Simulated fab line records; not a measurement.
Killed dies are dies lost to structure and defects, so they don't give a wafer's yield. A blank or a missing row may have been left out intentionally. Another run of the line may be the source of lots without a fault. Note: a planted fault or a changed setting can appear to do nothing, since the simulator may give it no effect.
Matching of chambers || flow n5-finfet || rie-diel-05 running N5_BEOL_M1_ETCH_63: 4 sister chambers
The step etches SiARC in CF4, target depth 15.6 nm, time 26 s. 7 wafers are shown with their chamber, then 7 later ones without.

== EACH WAFER AND ITS CHAMBER ==
{"wafer": "L351.1", "chamber": 1, "showerhead-plenum-p-Torr (Torr)": 2.02, "throttle-valve-pct (%)": 15.55}
{"wafer": "L351.6", "chamber": 1, "showerhead-plenum-p-Torr (Torr)": 2.02, "throttle-valve-pct (%)": 15.54}
{"wafer": "L352.2", "chamber": 0, "showerhead-plenum-p-Torr (Torr)": 2.18, "throttle-valve-pct (%)": 15.06}
{"wafer": "L352.3", "chamber": 3, "showerhead-plenum-p-Torr (Torr)": 2.10, "throttle-valve-pct (%)": 15.39}
{"wafer": "L352.5", "chamber": 2, "showerhead-plenum-p-Torr (Torr)": 2.21, "throttle-valve-pct (%)": 15.47}
{"wafer": "L360.4", "chamber": 0, "showerhead-plenum-p-Torr (Torr)": 2.17, "throttle-valve-pct (%)": 15.09}
{"wafer": "L360.5", "chamber": 2, "showerhead-plenum-p-Torr (Torr)": 2.20, "throttle-valve-pct (%)": 15.50}

== WAFERS WITH NO CHAMBER GIVEN ==
{"wafer": "L360.6", "showerhead-plenum-p-Torr (Torr)": 2.10, "throttle-valve-pct (%)": 14.88}
{"wafer": "L364.2", "showerhead-plenum-p-Torr (Torr)": 2.17, "throttle-valve-pct (%)": 15.12}
{"wafer": "L364.4", "showerhead-plenum-p-Torr (Torr)": 2.20, "throttle-valve-pct (%)": 15.52}
{"wafer": "L364.6", "showerhead-plenum-p-Torr (Torr)": 2.09, "throttle-valve-pct (%)": 14.90}
{"wafer": "L367.1", "showerhead-plenum-p-Torr (Torr)": 2.27, "throttle-valve-pct (%)": 15.09}
{"wafer": "L367.2", "showerhead-plenum-p-Torr (Torr)": 2.16, "throttle-valve-pct (%)": 15.11}
{"wafer": "L367.6", "showerhead-plenum-p-Torr (Torr)": 2.09, "throttle-valve-pct (%)": 14.91}

== CHAMBER TAKEN BY EACH ==
{"wafer": "L360.6", "from the rows above": 0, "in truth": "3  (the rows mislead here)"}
{"wafer": "L364.2", "from the rows above": 0, "in truth": 0}
{"wafer": "L364.4", "from the rows above": 2, "in truth": 2}
{"wafer": "L364.6", "from the rows above": 0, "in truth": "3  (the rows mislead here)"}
{"wafer": "L367.1", "from the rows above": 0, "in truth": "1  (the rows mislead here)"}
{"wafer": "L367.2", "from the rows above": 0, "in truth": 0}
{"wafer": "L367.6", "from the rows above": 0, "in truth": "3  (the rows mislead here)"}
Correct placement for 3 of the 7. Number that these rows cannot place: 0. Placed wrongly: 4.
How it was worked out, from the rows above alone: a wafer's distance from a chamber is the root of the sum, over the readings, of the square of ((its reading less the chamber's mean) divided by the reading's scatter). The wafer belongs to the nearest chamber; if the next one is less than 2 further off, it can't be placed. For every chamber, the mean is computed from those of its wafers that are shown. The scatter: take each reading less its chamber's mean, square it, sum over the shown wafers, divide by the number of wafers less the number of chambers, and take the root.
